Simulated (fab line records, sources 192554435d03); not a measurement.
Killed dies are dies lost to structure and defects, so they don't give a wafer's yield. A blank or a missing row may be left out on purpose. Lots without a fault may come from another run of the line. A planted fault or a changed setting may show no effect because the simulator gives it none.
fab line records | flow n5_finfet
record lots=4 wafers=12 last_day=18
route steps=1938 shown BEOL_M4@1099 BEOL_M5@1112 MIM_BOT@1833 PASSIVATION@1936
lots that met no fault: from a run of the same line without faults
start_h: hours from the record's first day to the start of the lot's first wafer shown | wait_h: hours since the lot's step before | " the same as in the row above | L1.1+2: a row that stands for several wafers | - no value, or no start given | * or withheld: withheld | < > ~ a bound
route shown NAME@n: a module of which the file shows steps, and the number in the route of the first | usual: mean/standard deviation of fault-free wafers | same: alike in all rows | chamber/n: place in a boat | sites: the reading at each site | _std_site: their standard deviation | _edge_site: outer sites' mean less inner sites' | radius_mm: how far each site lies from the wafer's centre | mask NAME#n: copy n | behind: the tool/chamber that last shaped the wafer | hold: why the lot was held/for how many hours/how that ended | device: the transistor (n, p or np) that didn't switch | end of line: the same wafers' tests at the end of the route | a step without rows: its recipe alone | killed: dies lost to structure and defects at the first sort, not the wafer's yield | map: a wafer's dies, x killed, . not, _ none there
set.NAME: the setting as run; set.NAME@STEP: as run at that earlier step | model.NAME: the simulator's own value behind a step, which no gauge read
lots at some steps of the route; a table a step, a row a wafer
## steps
# step N5_BEOL_M4_ANNEAL_95
# recipe temp_c=400 time_s=240 ambient=vacuum
# step N5_BEOL_M4_SPUTTER_96
# recipe material=Cu target_thk_a=45 temp_c=-20 chamber_pressure_pa=0.07 power_w=withheld time_s=8.29
# step N5_BEOL_M4_ECD_50
# recipe material=Cu target_thk_a=3000
# step N5_BEOL_M4_ANNEAL_51
# recipe temp_c=225 time_s=90 ambient=N2
# step N5_BEOL_M4_CMP_52
# recipe stop_on=SiOC t_overpolish_s=6.8 down_force_psi=1 platen_rpm=50 clearing_platen_down_force_psi=1.5 clearing_platen_rpm=50 post_cmp_clean=cu_alkaline target_thk_nm=40 clearing_platen_pad_velocity_m_s=0.99484 pad_velocity_m_s=0.99484
# step N5_BEOL_M4_PRE_CLEAN_60
# recipe gas=NH3/H2 time_s=15 temp_c=* rf_power_w=300
# step N5_BEOL_M4_CO_CAP_55
# recipe material=Co target_thk_a=20 temp_c=200 precursor=CCTBA/H2 pressure_torr=30 time_s=102.1
# step N5_BEOL_M4_PRE_CLEAN_56
# recipe gas=NH3 time_s=15 temp_c=withheld rf_power_w=300
# step N5_BEOL_M4_DEP_57
# recipe material=SiCN target_thk_a=80 temp_c=withheld precursor=3MS/NH3 pressure_torr=3 rf_w=202 time_s=14
# step N5_BEOL_M4_RC_MEAS_101
# usual DIBL_N=36.2/1.6 DIBL_P=36.1/2 IOFF_N=0.16/0.032 IOFF_P=0.22/0.036 ION_N=672/11 ION_P=463/7.5 SS_N=71.4/0.58 SS_P=73.2/0.67 VT_N=250/3.3 VT_P=-250/3.3
# columns lot.wafer tool chamber start_h wait_h DIBL_N[mV/V] DIBL_P[mV/V] IOFF_N[nA/um] IOFF_P[nA/um] ION_N[uA/um] ION_P[uA/um] SS_N[mV/dec] SS_P[mV/dec] VT_N[mV] VT_P[mV]
L328.1 prober-02 0 181.49 0.0 36.2 35.0 0.15 0.20 673 464 71.3 73.4 252 -251
L328.3 " 0 " " 36.9 36.1 0.16 0.22 677 462 71.9 73.9 249 -247
L328.4 " 0 " " 38.1 36.8 0.17 0.24 673 457 72.3 73.9 250 -248
L329.1 prober-01 0 197.43 0.0 36.9 34.6 0.15 0.19 671 463 71.6 72.6 247 -249
L329.2 " 0 " " 37.2 33.6 0.15 0.19 659 451 71.4 72.3 248 -252
L329.4 " 0 " " 35.8 33.3 0.13 0.19 661 459 70.7 72.9 250 -249
L343.4 prober-02 0 286.61 0.5 35.9 37.0 0.17 0.26 681 466 71.5 73.2 247 -246
L343.5 " 0 " " 33.8 34.1 0.13 0.22 665 465 71.0 72.9 252 -248
L343.6 " 0 " " 34.6 34.7 0.16 0.22 689 476 71.1 72.6 249 -248
L348.2 prober-02 0 340.00 0.2 36.9 38.3 0.17 0.23 675 469 71.6 73.0 249 -251
L348.3 " 0 " " 34.1 34.9 0.12 0.19 668 464 71.0 72.4 254 -252
L348.4 " 0 " " 34.5 35.5 0.14 0.19 671 463 71.1 72.4 250 -250
# step N5_BEOL_M5_ILD_DEP_00
# recipe material=SiCOH_lowk target_thk_a=1406.4 temp_c=300 precursor=DEMS/porogen pressure_torr=5 rf_w=500 time_s=25.9
# step N5_BEOL_M5_CURE_79
# recipe temp_c=385 time_s=240 ambient=He/Ar material=SiCOH_lowk
# step N5_BEOL_M5_PECVD_70
# recipe material=SiO2 target_thk_a=160 temp_c=400 precursor=TEOS/O2 pressure_torr=5.5 rf_w=450 teos_flow_sccm=53.8 gas=O2 flow_sccm=3000 time_s=18
# step N5_BEOL_M5_HM_DEP_02
# recipe material=TiN target_thk_a=200 temp_c=25 chamber_pressure_pa=0.49996
# step N5_BEOL_M5_COAT_59
# recipe resist=SOC temp_c=250 time_s=60 spin_rpm=1500 resist_thk_nm=60
# step N5_BEOL_M5_COAT_60
# recipe resist=SiARC temp_c=220 time_s=60 spin_rpm=1500 resist_thk_nm=12
# step N5_BEOL_M5_COAT_71
# recipe resist=underlayer temp_c=205 time_s=60 spin_rpm=1500 resist_thk_nm=5
# step N5_BEOL_M5_COAT_05
# recipe resist=CAR-EUV spin_rpm=1500 resist_thk_nm=30
# step N5_BEOL_M5_EBR_07
# recipe solvent=PGMEA ebr_width_mm=1.5
# step N5_BEOL_M5_SOFTBAKE_06
# recipe temp_c=110 time_s=60 resist=CAR-EUV
# step N5_BEOL_M5_EXPOSE_08
# recipe mask_id=M5 na=0.33 source_shape=annular sigma_inner=0.4 sigma_outer=0.8 polarization=unpolarized target_cd_nm=28 dose_mj=35.75
# step N5_BEOL_M5_PEB_09
# recipe peb_temp_c=100 peb_time_s=60 resist=CAR-EUV
# step N5_BEOL_M5_DEVELOP_10
# recipe develop_time_s=30 developer=TMAH resist=CAR-EUV rinse_liquid=surfactant_rinse dry=air_spin dev_temp_c=23
# step N5_BEOL_M5_DESCUM_16
# recipe chemistry=O2 time_s=7 source_power_w=50 bias_power_w=20 pressure_mtorr=20 rf_frequency_hz=2.712e+07 temp_c=40 resist=CAR-EUV o2_flow_sccm=225
# step N5_BEOL_M5_ETCH_72
# recipe chemistry=N2/H2 target=underlayer target_depth_a=65 mask_material=CAR-EUV time_s=5.2 ion_energy_ev=200 pressure_mtorr=30 source_w=840 bias_w=150 n2_flow_sccm=200 h2_flow_sccm=200 ends=cleared
# step N5_BEOL_M5_ETCH_61
# recipe chemistry=CF4 target=SiARC target_depth_a=156 mask_material=CAR-EUV time_s=26 ion_energy_ev=80 pressure_mtorr=40 source_w=545 bias_w=36 Ar_flow_sccm=100 cf4_flow_sccm=100 ends=cleared
# step N5_BEOL_M5_ETCH_62
# recipe chemistry=N2/H2 target=SOC target_depth_a=750 overetch_a=150 mask_material=SiARC temp_c=40 time_s=112.5 ion_energy_ev=200 pressure_mtorr=30 source_w=840 bias_w=150 n2_flow_sccm=200 h2_flow_sccm=200
# step N5_BEOL_M5_STRIP_63
# recipe chemistry=N2/H2 temp_c=40 n2_flow_sccm=200 h2_flow_sccm=200 rf_frequency_hz=6e+07
# step N5_BEOL_M5_STRIP_73
# recipe chemistry=N2/H2 temp_c=40 n2_flow_sccm=200 h2_flow_sccm=200 rf_frequency_hz=6e+07
# step N5_BEOL_M5_STRIP_64
# recipe chemistry=CF4 resist=SiARC power_w=300 bias_power_w=75 pressure_mtorr=50 cf4_flow_sccm=150 rf_frequency_hz=6e+07
# step N5_BEOL_M5_HM_OPEN_17
# recipe chemistry=Cl2/BCl3 target_depth_a=200 overetch_a=60 target=TiN mask_material=SOC ion_energy_ev=150 pressure_mtorr=10 icp_w=1000 bias_w=126 Cl2_flow_sccm=53.25 bcl3_flow_sccm=21.75 Ar_flow_sccm=25
# step N5_BEOL_M5_STRIP_19
# recipe chemistry=O2 power_w=400 temp_c=40 pressure_mtorr=30 rf_frequency_hz=6e+07 bias_power_w=0 overash_fraction=0.2 o2_flow_sccm=225
# step N5_BEOL_M5_COAT_65
# recipe resist=SOC temp_c=250 time_s=60 spin_rpm=1500 resist_thk_nm=60
# step N5_BEOL_M5_COAT_66
# recipe resist=SiARC temp_c=220 time_s=60 spin_rpm=1500 resist_thk_nm=12
# step N5_MIM_BOT_SPUTTER_00
# recipe material=TiN target_thk_a=350 temp_c=200 power_w=3000 chamber_pressure_pa=0.49996 gas=Ar reactive_partial_pa=0.37997 time_s=89.7
# usual cathode_dc_power_W=3000.1/0.53 chamber_pressure_pa=0.5001/0.00091 substrate_temp_c=200.01/0.16 throttle_valve_pct=30.0/1
# columns lot.wafer tool chamber start_h wait_h cathode_dc_power_W chamber_pressure_pa substrate_temp_c throttle_valve_pct
L328.1 pvd_sputter-01 - 276.06 0.0 - - - -
L328.3 " - " " - - - -
L328.4 " - " " - - - -
L329.1 pvd_sputter-02 - 294.62 0.0 - - - -
L329.2 " - " " - - - -
L329.4 " - " " - - - -
L343.4 pvd_sputter-03 - 383.20 0.0 3000.0 0.4997 199.83 30.3
L343.5 " - " " 2999.7 0.5003 200.04 29.3
L343.6 " - " " 2999.8 0.4990 199.81 29.3
L348.2 pvd_sputter-01 - 425.68 0.0 3000.3 0.4998 200.31 31.0
L348.3 " - " " 3000.1 0.4999 200.02 31.6
L348.4 " - " " 2999.4 0.5010 200.13 29.9
# step N5_PASSIVATION_PROBE_49
# usual defect_limited_yield=91.4/1.3 killed_at_M0_to_M3=34/10 killed_at_M4_up=14/5.6 killed_at_contacts=13/5.9 killed_at_front_end=37/9.9 killed_at_other=3.5/2.8 killed_dies=101/15 killed_on_rim=13/3.9 killed_open=67/12 killed_short=32/6.6 sort_bin_5_function=5.0/0.81 sort_bin_6_memory=3.2/0.66 sort_n_pass=1079/15 sort_yield_pct=91.4/1.3
# same gross_dies=1180 killed_at_back_side=0 sort_bin_4_leakage[%]=0 sort_bin_8_speed[%]=0
# columns lot.wafer tool chamber start_h wait_h defect_limited_yield[%] killed_at_M0_to_M3 killed_at_M4_up killed_at_contacts killed_at_front_end killed_at_other killed_dies killed_on_rim killed_open killed_short sort_bin_5_function[%] sort_bin_6_memory[%] sort_n_pass sort_yield_pct[%]
L328.1 prober-02 - 288.42 0.0 54.1 43 27 15 25 432 542 20 85 31 42.1 3.6 638 54.1
L328.3 prober-02 - 288.52 0.1 55.2 31 16 9 36 437 529 28 71 24 41.1 3.4 651 55.2
L328.4 prober-02 - 288.57 0.2 54.5 22 23 4 40 448 537 136 63 27 42.4 2.8 643 54.5
L329.1 prober-02 - 308.64 0.0 53.6 51 19 9 33 436 548 19 85 28 42.5 3.7 632 53.6
L329.2 prober-02 - 308.69 0.1 53.6 60 10 8 54 416 548 26 90 47 41.5 4.8 632 53.6
L329.4 prober-02 - 308.79 0.2 54.7 36 8 12 53 425 534 136 73 40 40.9 4.0 646 54.7
L343.4 prober-01 - 396.00 0.2 92.5 29 8 15 32 5 89 16 49 38 4.5 2.5 1091 92.5
L343.5 prober-01 - 396.05 0.2 91.5 34 8 12 38 8 100 10 58 39 5.1 3.0 1080 91.5
L343.6 prober-01 - 396.10 0.3 92.8 29 7 3 38 8 85 13 61 24 3.9 2.9 1095 92.8
# killed by level:class
L328.1 MIM_BOT:area_sputter=426 BEOL_M2:geometric_particle:open=16 BEOL_M4:geometric_particle:open=16 MOL_CONTACT_COAG:geometric_particle:open=11 FIN_SAQP:geometric_particle:short=6 BEOL_M0_SAQP:geometric_particle:open=6 BEOL_M0:geometric_particle:open=6 DUMMY_GATE:geometric_particle:open=5
L328.3 MIM_BOT:area_sputter=434 DUMMY_GATE:geometric_particle:open=9 BEOL_M3:geometric_particle:open=8 BEOL_M4:geometric_particle:open=8 BEOL_M0_SAQP:geometric_particle:open=7 GATE_CUT:geometric_particle:short=6 MOL_CONTACT_COAG:geometric_particle:open=6 STI_FIN_REVEAL:geometric_particle:open=5
L328.4 MIM_BOT:area_sputter=447 STI_FIN_REVEAL:geometric_particle:open=11 BEOL_M4:geometric_particle:open=7 FIN_SAQP:geometric_particle:open=6 BEOL_M0_SAQP:geometric_particle:open=5 ILD0:geometric_particle:short=4 GATE_CUT:geometric_particle:open=4 BEOL_M2:geometric_particle:open=4
L329.1 MIM_BOT:area_sputter=434 BEOL_M0_SAQP:geometric_particle:open=13 BEOL_M2:geometric_particle:open=10 FIN_SAQP:geometric_particle:open=9 STI_FIN_REVEAL:geometric_particle:open=8 MOL_CONTACT_COAG:geometric_particle:open=8 BEOL_M3:geometric_particle:open=8 BEOL_M4:geometric_particle:open=8
L329.2 MIM_BOT:area_sputter=411 BEOL_M3:geometric_particle:open=27 FIN_SAQP:geometric_particle:short=14 STI_FIN_REVEAL:geometric_particle:open=13 FIN_SAQP:geometric_particle:open=8 BEOL_M0_SAQP:geometric_particle:open=8 BEOL_M2:geometric_particle:open=7 GATE_CUT:geometric_particle:short=6
L329.4 MIM_BOT:area_sputter=421 STI_FIN_REVEAL:geometric_particle:open=20 BEOL_M0_SAQP:geometric_particle:short=10 MOL_CONTACT_COAG:geometric_particle:open=9 STI_FIN_REVEAL:geometric_particle:short=8 BEOL_M2:geometric_particle:open=8 FIN_SAQP:geometric_particle:open=6 BEOL_M0_SAQP:geometric_particle:open=6
L343.4 MOL_CONTACT_COAG:geometric_particle:open=12 FIN_SAQP:geometric_particle:short=8 BEOL_M0_SAQP:geometric_particle:short=8 BEOL_M0_SAQP:geometric_particle:open=8 FIN_SAQP:geometric_particle:open=6 BEOL_M1:geometric_particle:open=6 BEOL_M4:geometric_particle:open=5 DUMMY_GATE:geometric_particle:open=3
L343.5 BEOL_M2:geometric_particle:open=11 MOL_CONTACT_COAG:geometric_particle:open=9 FIN_SAQP:geometric_particle:short=8 FIN_SAQP:geometric_particle:open=8 GATE_CUT:geometric_particle:short=7 BEOL_M0_SAQP:geometric_particle:short=6 BEOL_M2:geometric_particle:short=5 GATE_CUT:geometric_particle:open=4
L343.6 DUMMY_GATE:geometric_particle:open=12 BEOL_M2:geometric_particle:open=12 FIN_SAQP:geometric_particle:open=6 GATE_CUT:geometric_particle:open=6 BEOL_M0_SAQP:geometric_particle:short=6 STARTING-WAFER:geometric_particle:short=5 BEOL_M0_SAQP:geometric_particle:open=4 BEOL_M1:geometric_particle:open=4
# map L328.1 (x killed, . not)
_________________..x......x..________________
______________.x...x.........x.._____________
___________........x...x......xx...__________
__________..xxxx.x...x.xx.......x..._________
________...x...x..xx..x......x........_______
_______x...x.......xx...x.x............______
______........x..xx....x.x.x.xxx..x....._____
_____..........xxx..xxxxxx.xxx..x.x...x..____
____......xx...x.x.x..x.xxxx.x.x.x........___
___.........x..xx.x.xxxx....x..xxx....x....__
___....x.x...xxxxx.xxx.xxxxx.xxxxx.x...x...__
__....x.x.x.x....xxxxx.xxxxxxxx..x.x..x....._
__.x..x...x.x.xx..xx.xxxxxxx..xxxx.x.x......_
_..x.x...x..xxx.xxxxxxxxxxxx..xxxx.xx.xx.x..x
_...x.xxx.....xxxxxxxxxxxxxxxxxxx...xx..x.xx.
_.x...x..xx.xx..xxx.x.x.xxxxxxx..xxxx..x..x..
_..x..x.x.x..xxxxx.xx.xx.xxxxx.xxxxx..x...x..
_.........xx.xxxxxxxxxx.xxxxxxxxxxx..xxxx.x.x
_...x..x.xxx.xxxxxxxxxxxx.xxxxxxxxxx.x....x..
_.x.....xxxx.x.xxxxxxxxxxxxxxxxxxxxxx..x.xx..
_x...x....xx.x...xxxxxxxxxxxx.xxxxxx.x.....x.
__.xx.x.x...xxxxx.x.xxxxxxxxx.xxxxxxx....x.x_
__....x....x.xx...xxxxxxxxxxxxxx.xx.x......x_
___..x....xx.x.x.xxxxxxxxxxxxxxxx....x..xx.__
___......xx.xxx.xxx.xxx.xxxxxxxxxx..xx..x..__
____........xx.xxxx..xxx.xxx..x..x.xx.xx.x___
_____x.x.......xxxx.x.x.xxx.....x.x..x.x.____
______.x..x..xx.xxx.......xx...xx.x.x..._____
_______......x.x.x..x.x.x..x...x.....x.______
________.......xx..xxx.x...x.x..x.xx.._______
__________......xx.x.x..x...x.x....._________
___________.......x...x...x.....x.x__________
______________.......x...x......_____________
_________________............________________
# map L329.1 (x killed, . not)
_________________..........x.________________
______________...x....x........._____________
___________....x....x...x.x....x...__________
__________........x.x.x.....x.x....x_________
________x....x.xx..xxx....x.......xx.._______
_______.x.xx...x..x....xx.x.x.x........______
______.........xxx..x.xx.xx..xx.x.x....._____
_____..........xxxxxxx..xx.xxxx.........x____
____.x....xxxxxxxxxxx.xxxx.xxx.x......x...___
___..x.xx..x.x.x..xxxxx.xxx.xxx.xx....xx...__
___.....xx.xxx.xx..xx.xxxx.x..x.xx.xx....x.__
__..x..x.xxx.x..x..xxxxxxxxxx.x..x.x..x....._
__...xx..x..xxxxx.xxxxxxxxxxxxxxx.x.x.x....._
_x......x.xxxxxxx.x.xxxx.xxxxxxxxxx.....x..x.
_..xx...x.xx.xxx.xxxx.xxx.xxxx.x.xxx..x.x....
_....xx.xxxxx.xxxxxxxxxxxxx.xxxxxx..x......x.
_.......xx.xx.xxxxxx.xxxxxxxxxx..xxx.....x...
_....x..xx..xx..xxxxxxxxxxx.xxxxx.x.x..x.....
_.x....xxx..xxx.xxxxxxxxx.xx.x..xxxx.......x.
_.....xxxxx.xxxxxxxxxxxxx.xxxxxxxxx.xx.x.....
_...x..x.xxxx..xxxx.xxxxxx..xxxxxxxx.x.......
__.....x..x.xx.xxxxxxxxxxxx.x.xxxxxxxx....x._
__.....xx.xxxxx.xxxx..xxxxx..xxxx.xxx....x.x_
___x.....xx.xxx.xxxxxx.xx.xxxxxx.xxx.x..x..__
___.x....x.x.x.xx.xxxx.xx.x.xxxxx.xxxx.....__
____........xx.xxxx..xxx...x.x.x.......xx.___
_____..x....xxx.x.x.xxxxx..xx.x.x..x....x____
______.....x.xx...xxx.x......xx.xx......_____
_______..x..x.x.....xx.xxxxx...........______
________.....x.xxx......x.x......x...._______
__________..x.x..x......x...xx......_________
___________.x..xx....x.....x.xxx...__________
______________x...........x....._____________
_________________............________________
## key
first_sign step=N5_MIM_BOT_SPUTTER_00 reading=tool_record direction=missing
effect step=N5_PASSIVATION_PROBE_49 reading=killed_at_other direction=up sigmas=99+ usual=3.5 struck=432.3
more_kills_born_at N5_MIM_BOT_SPUTTER_00@pvd_sputter-01=1307 N5_MIM_BOT_SPUTTER_00@pvd_sputter-02=1266
met_at N5_MIM_BOT_SPUTTER_00
struck_wafers L328.1,L328.3,L328.4,L329.1,L329.2,L329.4
fault kind=skipped_step_whole tool=pvd_sputter-01,pvd_sputter-02 chamber=- onset_h=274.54 steps=N5_MIM_BOT_SPUTTER_00 scope=struck_lots_only
